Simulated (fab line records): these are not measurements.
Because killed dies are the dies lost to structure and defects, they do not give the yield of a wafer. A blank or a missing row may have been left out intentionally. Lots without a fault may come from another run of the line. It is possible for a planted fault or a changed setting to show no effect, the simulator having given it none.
fab line records	flow nand-harc
record lots=6	wafers=18	last-day=33
route steps=1302 shown A_CONTACT@1034 END@1302
lots that met no fault: from a run of the same line without faults
start-h: hours from the record's opening day to when the first of the lot's shown wafers began	wait-h: hours from the lot's prior step to this one	" unchanged from the row above	L1.1+2: several wafers, shown together as one row	- no value, or no start was given	* or withheld: withheld	< > ~ a bound
route shown NAME@n: NAME is a module with steps in the file, n the number in the route of the first one	usual: mean and standard deviation over wafers with no fault	same: alike in all rows	chamber/n: place in a boat	sites: each site's reading	_std_site: the values' standard deviation	_edge_site: mean of outer sites minus mean of inner sites	radius-mm: how far each site lies from the wafer's centre	mask NAME#n: copy n	behind: tool/chamber where the wafer was last shaped	hold: cause of the lot's hold/its duration in hours/its outcome	device: the transistor (n, p or np) that didn't switch	end of line: the route-end tests of the same wafers	step lacking rows: just its recipe	killed: the dies lost at the first sort to structure and to defects; this is not the yield of the wafer	map: a wafer's dies, marking killed ones x, the rest . and places with no die _
set.NAME: the setting as run; set.NAME@STEP: as run at that earlier step	model.NAME: the simulator's own value behind a step, which no gauge read
lots seen at some steps along the route; tables by step, rows by wafer
services: when a tool's chamber went out of use (start-h, in hours from the record's first day, below 0 if earlier), for how many hours, and the reason
## steps
# step NHARC_A_CONTACT_SOFTBAKE_64
# recipe temp-c=105	time-s=55
# step NHARC_A_CONTACT_EBR_65
# step NHARC_A_CONTACT_EXPOSE_66
# recipe na=1.35	sigma-outer=0.8	dose-mj=59.02	mask-id=A_CC_2
# step NHARC_A_CONTACT_PEB_67
# recipe peb-temp-c=100	peb-time-s=65
# step NHARC_A_CONTACT_DEVELOP_68
# recipe develop-time-s=35	dev-temp-c=23
# step NHARC_A_CONTACT_CD_MEAS_69
# recipe target-cd-nm=300	landing-energy-ev=500
# usual cd-nm=300.0/0.68
lot.wafer	tool	chamber	start-h	wait-h	cd-nm
L847.3	cd-sem-01	0	567.69	-	299.7
L847.4	"	0	"	"	299.1
L847.5	"	0	"	"	300.2
L845.2	cd-sem-01	0	570.03	-	300.9
L845.5	"	0	"	"	300.6
L845.6	"	0	"	"	300.3
L851.3	cd-sem-01	0	620.98	-	299.7
L851.4	"	0	"	"	299.8
L851.5	"	0	"	"	300.2
L856.3	cd-sem-02	0	657.73	-	300.4
L856.4	"	0	"	"	299.9
L856.5	"	0	"	"	300.6
L857.1	cd-sem-01	0	665.29	-	300.2
L857.3	"	0	"	"	300.4
L857.6	"	0	"	"	300.5
L863.4	cd-sem-02	0	731.60	-	300.4
L863.5	"	0	"	"	299.7
L863.6	"	0	"	"	300.6
# step NHARC_A_CONTACT_OVL_MEAS_70
# usual overlay-x-nm=0.1/0.62	overlay-y-nm=0.3/0.93
lot.wafer	tool	chamber	start-h	wait-h	overlay-x-nm	overlay-y-nm
L847.3	overlay-02	-	567.78	-	-0.3	-0.5
L847.4	"	-	"	"	-0.1	0.9
L847.5	"	-	"	"	0.3	0.2
L845.2	overlay-01	-	570.12	-	0.2	0.4
L845.5	"	-	"	"	0.0	0.9
L845.6	"	-	"	"	-0.1	0.5
L851.3	overlay-02	-	621.06	-	-0.2	-0.1
L851.4	"	-	"	"	0.0	0.2
L851.5	"	-	"	"	0.2	0.0
L856.3	overlay-02	-	657.81	-	-0.4	-1.8
L856.4	"	-	"	"	-0.4	-1.8
L856.5	"	-	"	"	-0.1	-1.4
L857.1	overlay-02	-	665.37	-	0.7	1.6
L857.3	"	-	"	"	0.5	1.2
L857.6	"	-	"	"	0.2	1.3
L863.4	overlay-01	-	731.68	-	0.4	0.3
L863.5	"	-	"	"	0.9	0.2
L863.6	"	-	"	"	0.3	0.4
# step NHARC_A_CONTACT_INSPECT_71
# usual raw-defect-count=87/33
lot.wafer	tool	chamber	start-h	wait-h	raw-defect-count
L847.3	defect-inspect-01	-	567.81	0.0	64
L847.4	"	-	"	"	84
L847.5	"	-	"	"	73
L845.2	defect-inspect-02	-	570.16	0.0	32
L845.5	"	-	"	"	39
L845.6	"	-	"	"	29
L851.3	defect-inspect-02	-	621.10	0.0	74
L851.4	"	-	"	"	93
L851.5	"	-	"	"	82
L856.3	defect-inspect-02	-	657.85	0.0	144
L856.4	"	-	"	"	139
L856.5	"	-	"	"	142
L857.1	defect-inspect-01	-	665.41	0.0	145
L857.3	"	-	"	"	134
L857.6	"	-	"	"	165
L863.4	defect-inspect-01	-	731.72	0.0	62
L863.5	"	-	"	"	63
L863.6	"	-	"	"	77
# step NHARC_A_CONTACT_DESCUM_74
# recipe time-s=3	o2-flow-sccm=200	ar-flow-sccm=0	bias-power-w=0	chemistry=O2
# usual drypump-motor-current-A=5.9/0.63	oes-product-au=0.998/0.0089	rf-vpp-V=57.9/0.92	showerhead-plenum-p-Torr=1.92/0.082	throttle-valve-pct=11.311/0.0092
# same bias-power-w=0
lot.wafer	tool	chamber	start-h	wait-h	drypump-motor-current-A	oes-product-au	rf-hours-counter-h	rf-vpp-V	showerhead-plenum-p-Torr	throttle-valve-pct
L847.3	rie-diel-05	2	567.88	0.1	5.4	1.009	43	57.4	1.89	11.303
L847.4	"	3	"	"	5.7	0.984	46	59.1	1.96	11.311
L847.5	"	1	"	"	6.1	0.993	-	56.9	1.78	11.315
L845.2	rie-diel-05	3	570.22	0.1	5.8	0.998	48	58.9	1.96	11.311
L845.6	"	3	"	"	5.7	0.989	-	56.9	1.96	11.311
L845.5	"	0	"	"	5.7	1.010	-	58.3	1.88	11.306
L851.4	rie-diel-04	1	621.17	0.1	6.5	0.983	14	58.6	2.06	11.299
L851.3	"	2	"	"	6.4	1.008	13	58.4	1.89	11.318
L851.5	"	1	"	"	6.4	0.987	-	59.7	2.06	11.318
L856.4	rie-diel-04	1	657.92	0.1	6.4	0.988	19	57.9	2.06	11.311
L856.3	"	2	"	"	6.4	1.003	21	56.3	1.89	11.302
L856.5	"	0	"	"	4.8	1.005	-	57.2	1.83	11.322
L857.1	rie-diel-04	2	665.47	0.1	6.4	1.000	23	58.3	1.89	11.319
L857.3	"	1	"	"	6.4	0.980	22	58.2	2.06	11.318
L857.6	"	1	"	"	6.4	0.987	-	57.7	2.06	11.299
L863.4	rie-diel-05	2	731.81	0.1	5.4	0.996	49	59.6	1.87	11.305
L863.6	"	0	"	"	5.7	1.003	-	58.7	1.86	11.314
L863.5	"	1	"	"	6.1	0.992	-	57.0	1.76	11.310
# step NHARC_A_CONTACT_ETCH_75
# recipe target-depth-a=390	over-etch-frac=0.3	time-s=65	ion-energy-ev=80	cf4-flow-sccm=150	ar-flow-sccm=0	rf-w=300	bias-w=100	chemistry=CF4
# usual drypump-motor-current-A=5.9/0.63	oes-product-au=0.998/0.0082	rf-fwd-power-W=297.2/1.4	rf-vpp-V=151.2/1.1	showerhead-plenum-p-Torr=1.77/0.069	throttle-valve-pct=13.283/0.01
lot.wafer	tool	chamber	start-h	wait-h	drypump-motor-current-A	oes-product-au	rf-fwd-power-W	rf-hours-counter-h	rf-vpp-V	showerhead-plenum-p-Torr	throttle-valve-pct
L847.4	rie-diel-05	2	567.96	0.1	5.3	1.002	299.4	43	150.8	1.75	13.275
L847.3	"	0	"	"	5.7	1.012	299.4	43	150.9	1.74	13.281
L847.5	"	3	"	"	5.8	0.985	297.0	-	153.0	1.81	13.280
L845.2	rie-diel-05	3	570.30	0.1	5.8	0.989	297.3	48	150.9	1.81	13.277
L845.5	"	3	"	"	5.7	0.994	297.2	-	151.9	1.81	13.293
L845.6	"	0	"	"	5.7	1.008	298.6	-	151.1	1.74	13.295
L851.3	rie-diel-04	2	621.24	0.1	6.4	0.994	297.6	13	150.7	1.75	13.279
L851.4	"	1	"	"	6.5	0.993	292.8	14	154.7	1.90	13.279
L851.5	"	2	"	"	6.4	0.997	297.3	-	151.7	1.75	13.294
L856.3	rie-diel-04	2	658.00	0.1	6.4	0.998	297.3	21	150.5	1.75	13.293
L856.4	"	0	"	"	4.8	0.995	299.4	20	149.6	1.70	13.282
L856.5	"	2	"	"	6.4	0.993	297.8	-	151.5	1.75	13.285
L857.3	rie-diel-04	3	665.58	0.1	6.5	0.996	296.6	20	150.8	1.73	13.300
L857.1	"	1	"	"	6.4	0.991	294.2	22	150.4	1.89	13.289
L857.6	"	2	"	"	6.4	0.998	297.6	-	151.5	1.75	13.295
L863.4	rie-diel-05	2	731.89	0.1	5.3	0.991	298.5	49	151.8	1.74	13.289
L863.5	"	1	"	"	6.1	0.984	297.4	-	148.3	1.64	13.269
L863.6	"	2	"	"	5.4	0.989	297.2	-	151.1	1.74	13.290
# step NHARC_A_CONTACT_ETCH_76
# recipe target-depth-a=2600	over-etch-frac=0.3	time-s=475.3	ion-energy-ev=200	n2-flow-sccm=150	h2-flow-sccm=150	ar-flow-sccm=0	rf-w=400	bias-w=150	chemistry=N2/H2
# usual drypump-motor-current-A=5.9/0.64	oes-product-au=0.998/0.0099	rf-fwd-power-W=399.3/1.2	rf-vpp-V=430.7/2.7	showerhead-plenum-p-Torr=2.05/0.094	throttle-valve-pct=14.172/0.0096
lot.wafer	tool	chamber	start-h	wait-h	drypump-motor-current-A	oes-product-au	rf-fwd-power-W	rf-hours-counter-h	rf-vpp-V	showerhead-plenum-p-Torr	throttle-valve-pct
L847.4	rie-diel-05	3	-	-	5.7	0.996	397.6	47	432.6	2.09	14.164
L847.3	"	2	"	"	5.4	1.003	399.0	43	428.4	2.02	14.177
L847.5	"	0	"	"	5.7	1.015	399.9	-	429.5	2.00	14.178
L845.2	rie-diel-05	1	-	-	6.1	0.991	397.7	51	425.8	1.89	14.165
L845.6	"	3	"	"	5.8	0.997	400.3	-	432.1	2.09	14.165
L845.5	"	0	"	"	5.7	1.023	399.5	-	429.6	2.00	14.183
L851.3	rie-diel-04	0	-	-	4.8	0.992	398.1	13	429.8	1.95	14.178
L851.4	"	2	"	"	6.4	1.003	400.7	13	429.7	2.02	14.183
L851.5	"	1	"	"	6.5	0.993	399.8	-	435.4	2.20	14.154
L856.3	rie-diel-04	2	-	-	6.4	0.992	397.4	21	430.2	2.01	14.175
L856.4	"	0	"	"	4.8	0.995	401.0	20	428.2	1.95	14.162
L856.5	"	2	"	"	6.4	1.000	397.1	-	429.9	2.01	14.153
L857.3	rie-diel-04	2	-	-	6.4	1.005	398.4	23	430.1	2.01	14.175
L857.1	"	3	"	"	6.4	0.992	399.0	20	430.8	1.99	14.165
L857.6	"	3	"	"	6.5	1.008	400.9	-	427.8	1.99	14.171
L863.4	rie-diel-05	1	-	-	6.1	0.979	399.0	50	424.7	1.87	14.179
L863.6	"	1	"	"	6.1	0.988	400.5	-	425.4	1.87	14.175
L863.5	"	2	"	"	5.4	0.990	397.3	-	430.1	2.00	14.166
# step NHARC_A_CONTACT_ETCH_77
# recipe target-depth-a=1089	time-s=54.5	cf4-flow-sccm=100	chf3-flow-sccm=30	ar-flow-sccm=0	rf-w=500	bias-w=200	chemistry=CF4/CHF3
# usual drypump-motor-current-A=5.9/0.64	oes-product-au=0.938/0.023	rf-fwd-power-W=494.9/2.4	rf-vpp-V=370.6/2.2	showerhead-plenum-p-Torr=1.57/0.062	throttle-valve-pct=16.802/0.0091
lot.wafer	tool	chamber	start-h	wait-h	drypump-motor-current-A	oes-product-au	rf-fwd-power-W	rf-hours-counter-h	rf-vpp-V	showerhead-plenum-p-Torr	throttle-valve-pct
L847.3	rie-diel-05	2	-	-	5.4	0.929	496.1	43	370.2	1.56	16.799
L847.4	"	3	"	"	5.7	0.918	494.7	47	371.3	1.61	16.802
L847.5	"	2	"	"	5.4	0.916	494.2	-	370.2	1.56	16.803
L845.2	rie-diel-05	0	-	-	5.7	0.939	499.0	44	371.3	1.55	16.799
L845.5	"	0	"	"	5.7	0.945	494.6	-	368.6	1.55	16.816
L845.6	"	1	"	"	6.1	0.911	495.1	-	366.4	1.47	16.800
L851.4	rie-diel-04	3	-	-	6.5	0.923	495.3	11	369.8	1.54	16.807
L851.3	"	2	"	"	6.4	0.924	497.6	13	370.4	1.56	16.796
L851.5	"	0	"	"	4.8	0.924	496.5	-	369.5	1.51	16.823
L856.4	rie-diel-04	2	-	-	6.4	0.942	496.4	21	369.5	1.55	16.802
L856.3	"	3	"	"	6.5	0.929	493.7	18	369.3	1.54	16.810
L856.5	"	2	"	"	6.4	0.933	495.8	-	370.1	1.55	16.814
L857.1	rie-diel-04	3	-	-	6.5	0.920	492.2	20	369.0	1.54	16.809
L857.3	"	1	"	"	6.4	0.914	491.5	22	374.2	1.69	16.795
L857.6	"	1	"	"	6.4	0.922	490.3	-	375.5	1.69	16.804
L863.4	rie-diel-05	1	-	-	6.1	0.911	498.1	50	366.5	1.45	16.800
L863.5	"	2	"	"	5.4	0.915	495.9	-	370.2	1.54	16.812
L863.6	"	3	"	"	5.7	0.913	496.4	-	370.1	1.60	16.804
# step NHARC_A_CONTACT_ETCH_78
# recipe target-depth-a=53000	over-etch-frac=0.3	time-s=1378	ion-energy-ev=150	o2-flow-sccm=400	cos-flow-sccm=20	ar-flow-sccm=0	rf-w=500	bias-w=300	chemistry=O2/COS
# usual drypump-motor-current-A=5.9/0.64	oes-product-au=0.997/0.0095	rf-fwd-power-W=500.1/1.5	rf-vpp-V=314.1/1.9	showerhead-plenum-p-Torr=3.12/0.13	throttle-valve-pct=28.331/0.008
lot.wafer	tool	chamber	start-h	wait-h	drypump-motor-current-A	oes-product-au	rf-fwd-power-W	rf-hours-counter-h	rf-vpp-V	showerhead-plenum-p-Torr	throttle-valve-pct
L847.3	rie-diel-05	3	568.48	-	5.7	0.985	502.0	47	315.3	3.19	28.325
L847.4	"	1	"	"	6.2	0.993	499.5	51	311.2	2.91	28.340
L847.5	"	3	"	"	5.7	0.988	501.0	-	315.0	3.19	28.332
L845.2	rie-diel-05	3	571.11	-	5.8	0.987	498.0	48	315.1	3.19	28.323
L845.6	"	0	"	"	5.7	1.009	499.8	-	311.2	3.07	28.334
L845.5	"	1	"	"	6.1	0.997	500.5	-	311.3	2.91	28.354
L851.3	rie-diel-04	0	621.86	-	4.8	0.998	501.9	13	313.2	3.00	28.318
L851.4	"	1	"	"	6.4	0.985	498.4	14	318.4	3.35	28.338
L851.5	"	3	"	"	6.5	1.003	498.1	-	314.5	3.05	28.326
L856.4	rie-diel-04	1	658.52	-	6.5	0.827	501.6	20	316.8	3.35	28.319
L856.3	"	2	"	"	6.4	1.001	503.0	21	313.2	3.08	28.338
L856.5	"	2	"	"	6.4	0.991	500.5	-	313.2	3.08	28.342
L857.3	rie-diel-04	1	666.19	-	6.5	0.987	498.1	22	316.7	3.35	28.333
L857.1	"	3	"	"	6.5	0.830	499.3	20	315.0	3.05	28.327
L857.6	"	1	"	"	6.4	0.817	499.6	-	316.2	3.35	28.319
L863.4	rie-diel-05	3	732.58	-	5.7	0.993	499.5	43	314.8	3.16	28.334
L863.6	"	2	"	"	5.4	0.988	501.4	-	313.8	3.06	28.339
L863.5	"	3	"	"	5.7	0.996	500.4	-	314.9	3.17	28.331
# step NHARC_A_CONTACT_ETCH_124
# recipe source-w=withheld	pressure-mtorr=20	bias-v=withheld	time-s=140	target-depth-a=7000	ar-flow-sccm=withheld	c4f8-flow-sccm=withheld	o2-flow-sccm=withheld	chemistry=C4F8/O2/Ar
lot.wafer	tool	chamber	start-h	wait-h	rf-hours-counter-h
L847.3	har-cap-etch-02	0	569.50	-	-
L847.4	"	1	"	"	-
L847.5	"	1	"	"	-
L845.2	har-cap-etch-01	1	571.75	-	11
L845.6	"	1	"	"	-
L845.5	"	0	"	"	-
L851.3	har-cap-etch-01	0	622.77	-	-
L851.4	"	1	"	"	-
L851.5	"	0	"	"	-
L856.4	har-cap-etch-03	0	659.53	-	-
L856.3	"	1	"	"	-
L856.5	"	1	"	"	-
L857.1	har-cap-etch-03	0	667.34	-	69
L857.3	"	1	"	"	-
L857.6	"	0	"	"	-
L863.4	har-cap-etch-01	1	733.51	-	-
L863.6	"	0	"	"	-
L863.5	"	1	"	"	-
# step NHARC_END_SORT_01
# recipe temp-c=25
# usual killed-at-array=65/19	killed-at-other=0.9/1.1	killed-at-periphery=3.5/2.3	killed-dies=69/19	killed-open=3.2/1.8	killed-short=2.4/1.5
# same gross-dies=677
lot.wafer	tool	chamber	start-h	wait-h	killed-at-array	killed-at-other	killed-at-periphery	killed-dies	killed-open	killed-short
L856.4	prober-01	0	725.00	3.4	671	0	6	677	1	2
L857.1	prober-02	0	726.42	2.5	674	0	3	677	2	3
L857.6	prober-02	0	730.44	4.0	670	1	4	675	1	5
# killed by level:class
L856.4 A_CONTACT:area-etch=575 A_CHANNEL_HOLE_D1:chamber-film-flake=33 A_SLIT:chamber-film-flake=31 A_CHANNEL_HOLE_D2:chamber-film-flake=22 A_CONTACT:chamber-film-flake=5 P_BONDPAD:chamber-film-flake=3 A_STAIRCASE:chamber-film-flake=2 P_CONTACT:geometric-particle:open=1
L857.1 A_CONTACT:area-etch=572 A_CHANNEL_HOLE_D1:chamber-film-flake=37 A_SLIT:chamber-film-flake=34 A_CHANNEL_HOLE_D2:chamber-film-flake=23 A_CONTACT:chamber-film-flake=3 P_CONTACT:geometric-particle:open=1 A_CHANNEL_FILL_D2:geometric-particle:open=1 A_SLIT:geometric-particle:short=1
L857.6 A_CONTACT:area-etch=566 A_CHANNEL_HOLE_D1:chamber-film-flake=36 A_SLIT:chamber-film-flake=30 A_CHANNEL_HOLE_D2:chamber-film-flake=20 A_CONTACT:chamber-film-flake=8 A_STAIRCASE:chamber-film-flake=3 A_ONON_D1:geometric-particle:short=2 P_M0:chamber-film-flake=2
# map L856.4 (x killed, . not)
____________x____________
_________xxxxxxx_________
_______xxxxxxxxxxx_______
______xxxxxxxxxxxxx______
_____xxxxxxxxxxxxxxx_____
____xxxxxxxxxxxxxxxxx____
____xxxxxxxxxxxxxxxxx____
___xxxxxxxxxxxxxxxxxxx___
___xxxxxxxxxxxxxxxxxxx___
__xxxxxxxxxxxxxxxxxxxxx__
__xxxxxxxxxxxxxxxxxxxxx__
_xxxxxxxxxxxxxxxxxxxxxxx_
_xxxxxxxxxxxxxxxxxxxxxxx_
_xxxxxxxxxxxxxxxxxxxxxxx_
_xxxxxxxxxxxxxxxxxxxxxxx_
_xxxxxxxxxxxxxxxxxxxxxxx_
xxxxxxxxxxxxxxxxxxxxxxxxx
xxxxxxxxxxxxxxxxxxxxxxxxx
xxxxxxxxxxxxxxxxxxxxxxxxx
xxxxxxxxxxxxxxxxxxxxxxxxx
xxxxxxxxxxxxxxxxxxxxxxxxx
_xxxxxxxxxxxxxxxxxxxxxxx_
_xxxxxxxxxxxxxxxxxxxxxxx_
_xxxxxxxxxxxxxxxxxxxxxxx_
_xxxxxxxxxxxxxxxxxxxxxxx_
_xxxxxxxxxxxxxxxxxxxxxxx_
__xxxxxxxxxxxxxxxxxxxxx__
__xxxxxxxxxxxxxxxxxxxxx__
___xxxxxxxxxxxxxxxxxxx___
___xxxxxxxxxxxxxxxxxxx___
____xxxxxxxxxxxxxxxxx____
____xxxxxxxxxxxxxxxxx____
_____xxxxxxxxxxxxxxx_____
______xxxxxxxxxxxxx______
_______xxxxxxxxxxx_______
_________xxxxxxx_________
____________x____________
# map L857.1 (x killed, . not)
____________x____________
_________xxxxxxx_________
_______xxxxxxxxxxx_______
______xxxxxxxxxxxxx______
_____xxxxxxxxxxxxxxx_____
____xxxxxxxxxxxxxxxxx____
____xxxxxxxxxxxxxxxxx____
___xxxxxxxxxxxxxxxxxxx___
___xxxxxxxxxxxxxxxxxxx___
__xxxxxxxxxxxxxxxxxxxxx__
__xxxxxxxxxxxxxxxxxxxxx__
_xxxxxxxxxxxxxxxxxxxxxxx_
_xxxxxxxxxxxxxxxxxxxxxxx_
_xxxxxxxxxxxxxxxxxxxxxxx_
_xxxxxxxxxxxxxxxxxxxxxxx_
_xxxxxxxxxxxxxxxxxxxxxxx_
xxxxxxxxxxxxxxxxxxxxxxxxx
xxxxxxxxxxxxxxxxxxxxxxxxx
xxxxxxxxxxxxxxxxxxxxxxxxx
xxxxxxxxxxxxxxxxxxxxxxxxx
xxxxxxxxxxxxxxxxxxxxxxxxx
_xxxxxxxxxxxxxxxxxxxxxxx_
_xxxxxxxxxxxxxxxxxxxxxxx_
_xxxxxxxxxxxxxxxxxxxxxxx_
_xxxxxxxxxxxxxxxxxxxxxxx_
_xxxxxxxxxxxxxxxxxxxxxxx_
__xxxxxxxxxxxxxxxxxxxxx__
__xxxxxxxxxxxxxxxxxxxxx__
___xxxxxxxxxxxxxxxxxxx___
___xxxxxxxxxxxxxxxxxxx___
____xxxxxxxxxxxxxxxxx____
____xxxxxxxxxxxxxxxxx____
_____xxxxxxxxxxxxxxx_____
______xxxxxxxxxxxxx______
_______xxxxxxxxxxx_______
_________xxxxxxx_________
____________x____________
## services
tool	chamber	start-h	hours	kind
rie-diel-04	3	553.18	5.9	repair
rie-diel-05	0	563.13	-	clean
rie-diel-05	1	563.13	-	clean
rie-diel-05	2	563.13	-	clean
rie-diel-05	3	563.13	-	clean
rie-diel-04	0	565.40	-	clean
rie-diel-04	1	565.40	-	clean
rie-diel-04	2	565.40	-	clean
rie-diel-04	3	565.40	-	clean
rie-diel-04	-	581.88	0.7	repair
rie-diel-05	-	584.74	9.0	pm
rie-diel-05	0	584.74	9.0	vent-cycle
rie-diel-05	1	584.74	9.0	vent-cycle
rie-diel-05	2	584.74	9.0	vent-cycle
rie-diel-05	3	584.74	9.0	vent-cycle
rie-diel-04	0	590.06	-	clean
rie-diel-04	1	590.06	-	clean
rie-diel-04	2	590.06	-	clean
rie-diel-04	1	637.44	7.2	repair
rie-diel-05	-	650.31	0.5	repair
rie-diel-04	0	663.33	5.6	repair
rie-diel-04	0	674.89	6.6	repair
rie-diel-05	1	698.23	15.0	repair
rie-diel-04	-	708.90	9.0	pm
## key
first-sign step=NHARC_A_CONTACT_ETCH_78	reading=oes-product-au	direction=down	sigmas=18	usual=0.997	struck=0.825
effect step=NHARC_END_SORT_01	reading=killed-at-array	direction=up	sigmas=32	usual=65	struck=672
more-kills-born-at NHARC_A_CONTACT_ETCH_78@rie-diel-04=1713
met-at NHARC_A_CONTACT_ETCH_78
struck-wafers L856.4,L857.1,L857.6
later-rows-left-out L856.4,L857.1,L857.6
tester-left-out L856,L857
onset-between 621.86 658.52
fault kind=process-parameter-drift	tool=rie-diel-04	chamber=-	onset-h=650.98	steps=NHARC_A_CONTACT_ETCH_78	channel=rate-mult	offset=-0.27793	shape=step	end-h=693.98	scope=struck-wafers-only
# tester-left-out: of these lots the tester's yield and bins aren't shown, on N5 and GAA mostly nor the transistor test; their killed dies are dies lost to structure and defects alone, not to doping, threshold or leakage, so they don't give the yield
# later-rows-left-out: the simulator's readings of these wafers behind a module that went badly wrong aren't trusted and aren't shown, but for the sort
